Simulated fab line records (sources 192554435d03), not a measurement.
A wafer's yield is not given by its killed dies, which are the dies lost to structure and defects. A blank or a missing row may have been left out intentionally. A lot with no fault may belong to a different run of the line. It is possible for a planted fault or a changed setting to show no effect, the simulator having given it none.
Chamber matching / flow n5Finfet / 4 sister chambers for N5_MOL_CONTACT_COAG_ETCH_67 on rieDiel-02
The step etches SOC in N2/H2, target depth 60 nm, overetch 21 nm, time 101.2 s. 8 wafers are shown with their chamber, then 7 later ones without.

WAFERS, EACH WITH ITS CHAMBER
wafer=L085.6; chamber=2; throttleValvePct (%)=18.01; showerheadPlenumPTorr (Torr)=2.64
wafer=L086.1; chamber=0; throttleValvePct (%)=18.09; showerheadPlenumPTorr (Torr)=2.44
wafer=L086.2; chamber=1; throttleValvePct (%)=17.44; showerheadPlenumPTorr (Torr)=2.59
wafer=L086.4; chamber=2; throttleValvePct (%)=18.02; showerheadPlenumPTorr (Torr)=2.64
wafer=L093.1; chamber=1; throttleValvePct (%)=17.45; showerheadPlenumPTorr (Torr)=2.58
wafer=L093.3; chamber=0; throttleValvePct (%)=18.12; showerheadPlenumPTorr (Torr)=2.43
wafer=L094.4; chamber=3; throttleValvePct (%)=17.59; showerheadPlenumPTorr (Torr)=2.57
wafer=L094.5; chamber=3; throttleValvePct (%)=17.59; showerheadPlenumPTorr (Torr)=2.57

WAFERS WITHOUT THEIR CHAMBER
wafer=L094.6; throttleValvePct (%)=18.04; showerheadPlenumPTorr (Torr)=2.64
wafer=L096.1; throttleValvePct (%)=17.62; showerheadPlenumPTorr (Torr)=2.56
wafer=L096.2; throttleValvePct (%)=17.48; showerheadPlenumPTorr (Torr)=2.58
wafer=L096.4; throttleValvePct (%)=18.12; showerheadPlenumPTorr (Torr)=2.43
wafer=L097.4; throttleValvePct (%)=17.48; showerheadPlenumPTorr (Torr)=2.58
wafer=L097.5; throttleValvePct (%)=17.48; showerheadPlenumPTorr (Torr)=2.58
wafer=L097.6; throttleValvePct (%)=18.14; showerheadPlenumPTorr (Torr)=2.43

CHAMBER TAKEN BY EACH
wafer=L094.6; from the rows above=2; in truth=2
wafer=L096.1; from the rows above=3; in truth=3
wafer=L096.2; from the rows above=1; in truth=1
wafer=L096.4; from the rows above=0; in truth=0
wafer=L097.4; from the rows above=1; in truth=1
wafer=L097.5; from the rows above=1; in truth=1
wafer=L097.6; from the rows above=0; in truth=0
Placed correctly: 7 of 7. Can't be placed from these rows: 0. Wrongly placed: 0.
How it was worked out, from the rows above alone: a wafer's distance from a chamber is the root of the sum, over the readings, of the square of ((its reading less the chamber's mean) divided by the reading's scatter). If the next closest chamber is less than 2 further off than the closest, the wafer can't be placed; otherwise it belongs to the closest. The mean given for a chamber averages the wafers shown for that chamber. The scatter: the root of (the sum of the squares of (reading less its chamber's mean) over the shown wafers, divided by (wafers less chambers)).
